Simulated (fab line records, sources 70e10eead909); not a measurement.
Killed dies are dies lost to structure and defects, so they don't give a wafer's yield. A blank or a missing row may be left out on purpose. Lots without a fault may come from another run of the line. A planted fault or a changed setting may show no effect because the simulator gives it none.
Chamber matching | flow nand_harc | NHARC_A_STAIRCASE_DEP_325 on pecvd-01: 3 sister chambers
The step deposits SiO2, target thk 3800 nm. 3 wafers are shown with their chamber, then 8 later ones without.

WAFERS WITH THEIR CHAMBER
wafer  | chamber | heater_power_w (W)
L088.3 | 2       | 644
L088.5 | 1       | 629
L090.1 | 0       | 659

WAFERS WITHOUT THEIR CHAMBER
wafer  | heater_power_w (W)
L090.3 | 749
L090.6 | 648
L092.2 | 802
L092.5 | 641
L092.6 | 636
L094.2 | 671
L094.3 | 756
L094.4 | 630

WHICH CHAMBER EACH WENT THROUGH
wafer  | from the rows above          | in truth
L090.3 | can't be placed: 0 or 2 or 1 | 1
L090.6 | can't be placed: 2 or 0 or 1 | 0
L092.2 | can't be placed: 0 or 2 or 1 | 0
L092.5 | can't be placed: 2 or 1 or 0 | 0
L092.6 | can't be placed: 1 or 2 or 0 | 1
L094.2 | can't be placed: 0 or 2 or 1 | 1
L094.3 | can't be placed: 0 or 2 or 1 | 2
L094.4 | can't be placed: 1 or 2 or 0 | 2
Placed correctly: 0 of 8. Can't be placed from these rows: 8 (the true chamber is among the candidates in 8). Placed wrongly: 0.
How it was worked out, from the rows above alone: a wafer's distance from a chamber is the root of the sum, over the readings, of the square of ((its reading less the chamber's mean) divided by the reading's scatter). The wafer belongs to the nearest chamber; if the next one is less than 2 further off, it can't be placed. A chamber's mean is the mean of its shown wafers. The scatter: with one shown wafer a chamber, the root of the mean of the squares of how far each hidden wafer lies from its nearest shown one.
